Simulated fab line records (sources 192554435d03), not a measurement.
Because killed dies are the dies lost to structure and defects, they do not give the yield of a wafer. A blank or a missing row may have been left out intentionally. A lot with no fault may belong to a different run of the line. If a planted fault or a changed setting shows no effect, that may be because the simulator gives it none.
Which of the tools did it?    flow n5Finfet    21 wafers from 7 lots sampled at 8 of the route's 1938 steps

WHAT EACH GAUGE READ, for each wafer
N5_BEOL_M11_CD_MEAS_28 targets a cd of 70 nm.
lot   measured      on        cdNm (nm)
L273  day 11 05:50  cdSem-01  71.0 69.9 70.8
L278  day 11 21:29  cdSem-02  70.3 70.4 71.6
L282  day 13 00:31  cdSem-01  69.6 68.8 69.5
L286  day 14 01:40  cdSem-01  69.1 70.7 68.7
L288  day 14 15:31  cdSem-01  68.6 67.8 68.3
L292  day 16 13:12  cdSem-03  69.5 70.7 69.8
L293  day 16 14:56  cdSem-02  68.4 69.6 70.4

N5_BEOL_M11_OCD_MEAS_38.
lot   measured      on      trenchDepthNm (nm)
L273  day 11 06:25  ocd-01  146.9 144.8 147.9
L278  day 11 22:05  ocd-01  151.6 151.4 151.7
L282  day 13 01:06  ocd-02  144.2 152.4 144.6
L286  day 14 02:23  ocd-01  150.2 148.1 149.8
L288  day 14 16:06  ocd-02  149.8 147.6 142.9
L292  day 16 13:47  ocd-01  135.6 131.9 136.5
L293  day 16 15:32  ocd-02  137.1 143.5 135.3

N5_BEOL_M11_THK_MEAS_53: measures by xrf.
lot   measured      on            M11_THK (nm)
L273  day 11 09:28  filmMetro-02  136 133 137
L278  day 12 01:51  filmMetro-02  145 143 145
L282  day 13 04:02  filmMetro-02  137 144 138
L286  day 14 05:58  filmMetro-02  141 138 140
L288  day 14 21:04  filmMetro-01  142 139 135
L292  day 16 16:17  filmMetro-02  125 122 125
L293  day 16 21:10  filmMetro-01  129 133 126

N5_BEOL_M11_RS_MEAS_57: a four-point-probe measurement.
lot   measured      on            M11_RS (ohm/sq)
L273  day 11 09:37  filmMetro-02  0.155 0.158 0.156
L278  day 12 01:58  filmMetro-02  0.147 0.149 0.148
L282  day 13 04:10  filmMetro-01  0.156 0.147 0.154
L286  day 14 06:05  filmMetro-01  0.150 0.154 0.152
L288  day 14 21:11  filmMetro-02  0.149 0.153 0.157
L292  day 16 16:25  filmMetro-01  0.172 0.174 0.170
L293  day 16 21:17  filmMetro-01  0.165 0.159 0.169

N5_BEOL_M15_RC_MEAS_101.
lot   measured      on         COMB_M10 (S/m)           COMB_M11 (S/m)              COMB_M12 (S/m)           COMB_M12_max_site (S/m)    COMB_M13 (S/m)           COMB_M14 (S/m)           COMB_M14_max_site (S/m)  COMB_M15 (S/m)           COMB_M5 (S/m)            COMB_M6 (S/m)            COMB_M7 (S/m)            COMB_M8 (S/m)            COMB_M9 (S/m)               SERP_M10 (ohm/um)  SERP_M11 (ohm/um)  SERP_M11_max_site (ohm/um)  SERP_M12 (ohm/um)  SERP_M13 (ohm/um)  SERP_M14 (ohm/um)  SERP_M5 (ohm/um)  SERP_M6 (ohm/um)  SERP_M7 (ohm/um)  SERP_M8 (ohm/um)  SERP_M9 (ohm/um)
L273  day 12 16:34  prober-01  1.4e-11 1.3e-11 2.1e-11  1.27e-11 1.29e-11 1.24e-11  5.1e-12 6.6e-12 7.8e-12  8.3e-12 1.1e-11 1.01e-11   3.5e-12 4.5e-12 4e-12    2.4e-12 2.3e-12 3.7e-12  5.6e-12 3.7e-12 5.6e-12  2e-12 1.9e-12 2.3e-12    3e-11 3.7e-11 3e-11      2.9e-11 2.8e-11 4.3e-11  2e-11 2.9e-11 2e-11      1.9e-11 2.8e-11 1.8e-11  2.03e-11 2.04e-11 1.71e-11  3.18 2.97 2.99     3.13 3.28 3.28     3.25 3.36 3.36              0.644 0.622 0.643  0.315 0.311 0.320  0.159 0.166 0.154  38.4 36.7 37.9    14.2 14.2 14.0    14.2 12.8 14.0    13.5 13.9 13.6    3.05 3.21 2.95
L278  day 13 18:31  prober-01  1.5e-11 1.8e-11 2.2e-11  1.79e-11 1.38e-11 1.65e-11  4.8e-12 4.1e-12 5.1e-12  7.4e-12 7.1e-12 6.5e-12    3.3e-12 3.6e-12 3.3e-12  2.6e-12 3.4e-12 3.4e-12  4.1e-12 6.5e-12 4.6e-12  1.8e-12 1.9e-12 1.5e-12  3.7e-11 4.7e-11 5.7e-11  3.1e-11 2.9e-11 3.1e-11  3.8e-11 1.7e-11 2e-11    4.8e-11 2.2e-11 3.1e-11  1.22e-11 1.21e-11 1.34e-11  3.03 3.25 2.92     2.93 3.06 3.03     3.02 3.09 3.10              0.630 0.620 0.633  0.329 0.314 0.324  0.154 0.163 0.162  43.3 41.2 40.0    14.7 13.7 13.7    13.8 13.9 13.1    13.3 13.5 13.1    3.02 2.98 3.10
L282  day 14 08:24  prober-01  1.5e-11 1.2e-11 2.1e-11  1.44e-11 1.41e-11 1.3e-11   4.9e-12 6.1e-12 8.5e-12  6.6e-12 8.4e-12 1.2e-11    5.1e-12 3.9e-12 3.8e-12  3.1e-12 3.7e-12 3.9e-12  4.7e-12 7e-12 5.6e-12    2.4e-12 2.4e-12 1.7e-12  3.2e-11 2.4e-11 2.2e-11  2.5e-11 1.6e-11 1.7e-11  2e-11 1.9e-11 1.7e-11    2.7e-11 3.4e-11 2.9e-11  1.21e-11 1.35e-11 1.57e-11  2.96 3.17 2.95     3.14 2.97 3.10     3.22 3.06 3.22              0.668 0.654 0.668  0.308 0.314 0.306  0.157 0.159 0.157  39.7 40.9 39.9    13.7 13.8 13.3    13.1 13.7 13.7    13.3 13.7 14.1    2.88 2.89 3.10
L286  day 15 07:00  prober-02  1.4e-11 1.5e-11 1.8e-11  1.51e-11 1.72e-11 1.21e-11  8.3e-12 8e-12 8.3e-12    1.2e-11 9.4e-12 1.52e-11   5e-12 4.8e-12 5.6e-12    3.7e-12 4.4e-12 4.2e-12  4.9e-12 5.5e-12 5.2e-12  1.8e-12 2.4e-12 2.7e-12  4.1e-11 3.3e-11 2.8e-11  2.2e-11 2.7e-11 2.1e-11  3e-11 3.2e-11 3e-11      2.7e-11 2.2e-11 1.7e-11  1.74e-11 1.41e-11 1.08e-11  3.17 3.13 2.97     3.09 3.13 3.16     3.14 3.18 3.28              0.648 0.631 0.669  0.310 0.304 0.316  0.164 0.158 0.156  40.1 39.8 38.4    14.1 13.4 13.3    14.1 13.5 14.1    13.3 13.6 13.1    3.06 3.02 3.07
L288  day 15 19:10  prober-02  1.4e-11 2e-11 1.4e-11    1.49e-11 1.68e-11 2.05e-11  6.6e-12 6.6e-12 6.1e-12  8.6e-12 8.1e-12 8.6e-12    6e-12 4e-12 5.1e-12      3e-12 3.6e-12 3.8e-12    3.9e-12 5.7e-12 4.4e-12  3.3e-12 3.6e-12 3e-12    3.4e-11 2.9e-11 3.6e-11  2.3e-11 2.5e-11 2e-11    3.1e-11 2.8e-11 1.9e-11  2.2e-11 2.4e-11 2.4e-11  1.89e-11 1.6e-11 1.89e-11   2.90 3.11 2.90     3.09 3.09 3.25     3.20 3.18 3.31              0.635 0.639 0.661  0.312 0.296 0.303  0.164 0.156 0.155  40.3 40.2 38.9    14.7 14.5 14.7    14.4 13.9 13.9    12.3 13.5 13.5    3.16 3.17 3.08
L292  day 18 00:22  prober-01  1.5e-11 1.3e-11 1.5e-11  1.37e-11 1.55e-11 1.76e-11  7.2e-12 5.7e-12 6.9e-12  8.4e-12 1.01e-11 9.5e-12   5e-12 3.5e-12 4.7e-12    3.9e-12 4.5e-12 3.3e-12  7.6e-12 5.3e-12 6e-12    2.8e-12 2.6e-12 1.9e-12  3.2e-11 3.8e-11 2.9e-11  2.5e-11 3.5e-11 2.9e-11  2e-11 3.4e-11 3.2e-11    2.3e-11 2.2e-11 2.5e-11  1.49e-11 2.04e-11 1.7e-11   3.12 3.10 3.02     3.48 3.60 3.49     3.57 3.64 3.61              0.665 0.666 0.639  0.301 0.309 0.306  0.160 0.167 0.158  39.4 40.8 39.8    14.7 13.6 13.7    13.7 14.2 14.4    12.7 12.8 12.9    3.20 3.33 3.04
L293  day 17 16:23  prober-02  1.7e-11 1.4e-11 1.3e-11  1.71e-11 1.49e-11 1.59e-11  6.3e-12 6.2e-12 8e-12    7.9e-12 1.05e-11 2.04e-11  4e-12 5.3e-12 3.6e-12    4.1e-12 3.2e-12 3.4e-12  5e-12 4.1e-12 5.2e-12    2.5e-12 2.2e-12 2.7e-12  4.2e-11 4.4e-11 3.9e-11  2.2e-11 2.6e-11 2.2e-11  1.9e-11 2.1e-11 2.1e-11  2.2e-11 2.1e-11 2.2e-11  1.42e-11 1.2e-11 1.1e-11    3.16 2.97 3.03     3.31 3.29 3.42     3.39 3.37 3.50              0.633 0.643 0.624  0.314 0.309 0.317  0.157 0.159 0.166  36.9 38.4 37.0    13.6 13.7 13.4    13.8 13.4 13.6    12.9 14.3 12.8    3.01 2.98 2.94

TOOL THAT RAN EACH LOT (tool first, then ch and the chambers of the sampled wafers, then the start)
lot   N5_BEOL_M11_ETCH_66                N5_BEOL_M11_TRENCH_ETCH_37         N5_BEOL_M11_SPUTTER_48
L273  rieDiel-03 ch 0,1,2, day 11 06:00  rieDiel-03 ch 0,1,2, day 11 06:14  pvdSputter-02, day 11 08:05
L278  rieDiel-01 ch 1,3, day 11 21:40    rieDiel-01 ch 1,3, day 11 21:53    pvdSputter-02, day 12 01:02
L282  rieDiel-02 ch 0,3, day 13 00:41    rieDiel-02 ch 0,3, day 13 00:55    pvdSputter-03, day 13 02:47
L286  rieDiel-02 ch 0,1,2, day 14 01:58  rieDiel-02 ch 0,1,2, day 14 02:12  pvdSputter-03, day 14 05:07
L288  rieDiel-03 ch 0,1,3, day 14 15:41  rieDiel-03 ch 0,1,3, day 14 15:55  pvdSputter-01, day 14 19:52
L292  rieDiel-03 ch 0,1, day 16 13:22    rieDiel-03 ch 0,1, day 16 13:36    pvdSputter-03, day 16 15:22
L293  rieDiel-03 ch 1,2,3, day 16 15:07  rieDiel-03 ch 1,2,3, day 16 15:21  pvdSputter-01, day 16 20:17
- N5_BEOL_M11_ETCH_66: etches SOC in N2/H2, target depth 120 nm, overetch 24 nm, time 180 s.
- N5_BEOL_M11_TRENCH_ETCH_37: etches SiCOH lowk in C4F6/O2, target depth 148.83 nm, time 48 s.
- N5_BEOL_M11_SPUTTER_48: material Cu, target thk 12 nm, time 2 s.

WHAT THE TOOLS THEMSELVES READ (means of the sampled wafers that have a number; where no wafer has one, the mark that the record gives instead)
N5_BEOL_M11_ETCH_66.
lot   tool        drypumpMotorCurrentA (A)  oesProductAu (a.u.)  rfVppV (V)  showerheadPlenumPTorr (Torr)  tempC (C)  throttleValvePct (%)
L273  rieDiel-03  5.6                       0.59                 524.1       2.57                          39.99      17.87
L278  rieDiel-01  5.5                       0.72                 524.2       2.54                          39.94      17.26
L282  rieDiel-02  6.0                       0.60                 520.2       2.43                          40.20      17.94
L286  rieDiel-02  5.7                       0.65                 521.1       2.45                          40.05      17.86
L288  rieDiel-03  5.9                       0.61                 525.3       2.57                          39.98      17.85
L292  rieDiel-03  5.3                       0.58                 524.6       2.55                          40.10      17.88
L293  rieDiel-03  6.2                       0.59                 524.6       2.57                          39.93      17.92

N5_BEOL_M11_TRENCH_ETCH_37.
lot   tool        drypumpMotorCurrentA (A)  mfcArSccm (sccm)  oes_f_703_au (a.u.)  oesProductAu (a.u.)  rfVppV (V)  showerheadPlenumPTorr (Torr)  throttleValvePct (%)
L273  rieDiel-03  5.6                       299.9             0.74                 0.73                 657         2.88                          20.96
L278  rieDiel-01  5.5                       300.1             0.91                 0.89                 669         2.86                          20.48
L282  rieDiel-02  6.0                       298.9             0.74                 0.73                 666         2.74                          21.05
L286  rieDiel-02  5.7                       301.0             0.80                 0.81                 652         2.76                          21.10
L288  rieDiel-03  5.8                       299.8             0.77                 0.75                 656         2.89                          20.98
L292  rieDiel-03  5.3                       299.6             0.73                 0.68                 659         2.86                          20.96
L293  rieDiel-03  6.2                       298.9             0.75                 0.71                 653         2.88                          21.04

N5_BEOL_M11_SPUTTER_48.
lot   tool           throttleValvePct (%)
L273  pvdSputter-02  28.9
L278  pvdSputter-02  28.9
L282  pvdSputter-03  30.7
L286  pvdSputter-03  31.3
L288  pvdSputter-01  30.9
L292  pvdSputter-03  31.6
L293  pvdSputter-01  31.2

THE ANSWER, worked out from the rows above alone
Rule: what is usual is taken from the lots themselves. Put in order of their means at a reading, lots are off if they are a third of the lots or fewer, leave a main group of 4 or more, and stand apart from it by a gap of 3 or more times the standard deviation of the main group's means; of several such gaps the widest counts. Not used: any main group whose means are identical at the precision the tables above print for the reading. Also off: a lot with no number at a reading for which 4 or more lots have one. Any other lot the step has rows for is counted as sound. Order of review: gauges by route order, followed by the tools' own readings, for which a lot's mean as printed above is used. The first step at which some lot is off is used, and at that step the reading that is off furthest; a lot without a number counts as furthest.
Off at N5_BEOL_M11_OCD_MEAS_38 (trenchDepthNm): L292, L293. Main group: mean 148.3 nm, sd 1.9.
If a tool, at a process step before that reading, ran all the lots that are off and no sound lot after the first of them, it fits. The gauges at N5_BEOL_M11_OCD_MEAS_38 aren't tried: what is off there is off at N5_BEOL_M11_RS_MEAS_57 too, on other tools, and a gauge's error can't cause that. One fits: N5_BEOL_M11_ETCH_66 and N5_BEOL_M11_TRENCH_ETCH_37 on rieDiel-03. At N5_BEOL_M11_ETCH_66 its last sound lot is L288 (day 14 15:41), its first lot that is off L292 (day 16 13:22): a fault that began between those two fits.

WHAT THE SIMULATOR HAD INSERTED
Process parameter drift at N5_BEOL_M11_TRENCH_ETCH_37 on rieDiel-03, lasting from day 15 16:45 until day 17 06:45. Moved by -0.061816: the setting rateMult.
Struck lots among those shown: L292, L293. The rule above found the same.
